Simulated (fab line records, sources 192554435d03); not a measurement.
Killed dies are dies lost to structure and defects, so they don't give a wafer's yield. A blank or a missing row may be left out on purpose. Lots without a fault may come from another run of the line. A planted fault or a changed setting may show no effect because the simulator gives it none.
One fault seen from 2 desks | flow n5_finfet | each desk has only its own numbers; what lay behind them comes last

THE TOOL OWNER'S DESK: rie_diel-02
The tool's own readings at N5_BEOL_M1_ETCHBACK_99 (etches SiO2 in CHF3, target depth 5 nm, time 10.4 s): means of the sampled wafers that have a number, for each lot that ran on this tool. A lot is out of limits, marked OUT, if its mean lies more than 4 standard deviations from the usual mean; the brackets give that distance.
Columns: A = drypump_motor_current_A at N5_BEOL_M1_ETCHBACK_99, usual 5.5 A; B = oes_product_au at N5_BEOL_M1_ETCHBACK_99, usual 0.81 a.u.; C = rf_vpp_V at N5_BEOL_M1_ETCHBACK_99, usual 241.4 V; D = showerhead_plenum_p_Torr at N5_BEOL_M1_ETCHBACK_99, usual 2.19 Torr; E = throttle_valve_pct at N5_BEOL_M1_ETCHBACK_99, usual 17.01 %
lot  | first seen here | A   | B    | C     | D    | E
L531 | day 7 10:08     | 5.2 | 0.72 | 241.3 | 2.20 | 17.10
L533 | day 7 13:10     | 5.3 | 0.70 | 239.2 | 2.12 | 17.01
L536 | day 7 23:07     | 5.2 | 0.71 | 241.3 | 2.20 | 17.10
L549 | day 11 14:11    | 5.1 | 0.85 | 242.3 | 2.24 | 16.93
L550 | day 11 18:20    | 5.1 | 0.84 | 241.8 | 2.24 | 16.92
L551 | day 11 23:08    | 5.4 | 0.78 | 242.3 | 2.21 | 16.97
This desk's finding: nothing out of limits on any of the 6 lots.

THE METROLOGY DESK
What the gauges read, lot by lot, whatever tool the lot ran on: means of the sampled wafers that have a number. A lot is out of limits, marked OUT, if its mean lies more than 4 standard deviations from the usual mean; the brackets give that distance.
Columns: A = cd_nm at N5_PASSIVATION_CD_MEAS_44, usual 40001 nm
lot  | first seen here | A
L529 | day 12 20:58    | 40004
L531 | day 13 11:44    | 39996
L534 | day 13 12:26    | 39998
L533 | day 13 15:17    | 39997
L532 | day 13 18:25    | 40005
L536 | day 14 14:55    | 39998
L537 | day 14 15:09    | 40002
L542 | day 16 00:43    | 40001
L541 | day 16 01:19    | 40002
L549 | day 18 00:19    | 40001
L550 | day 18 06:48    | 40005
L551 | day 18 14:22    | 40002
This desk's finding: nothing out of limits on any of the 12 lots.

PUT TOGETHER
The tool owner's desk saw nothing out of limits.
The metrology desk saw nothing out of limits.

WHAT THE SIMULATOR HAD PUT IN
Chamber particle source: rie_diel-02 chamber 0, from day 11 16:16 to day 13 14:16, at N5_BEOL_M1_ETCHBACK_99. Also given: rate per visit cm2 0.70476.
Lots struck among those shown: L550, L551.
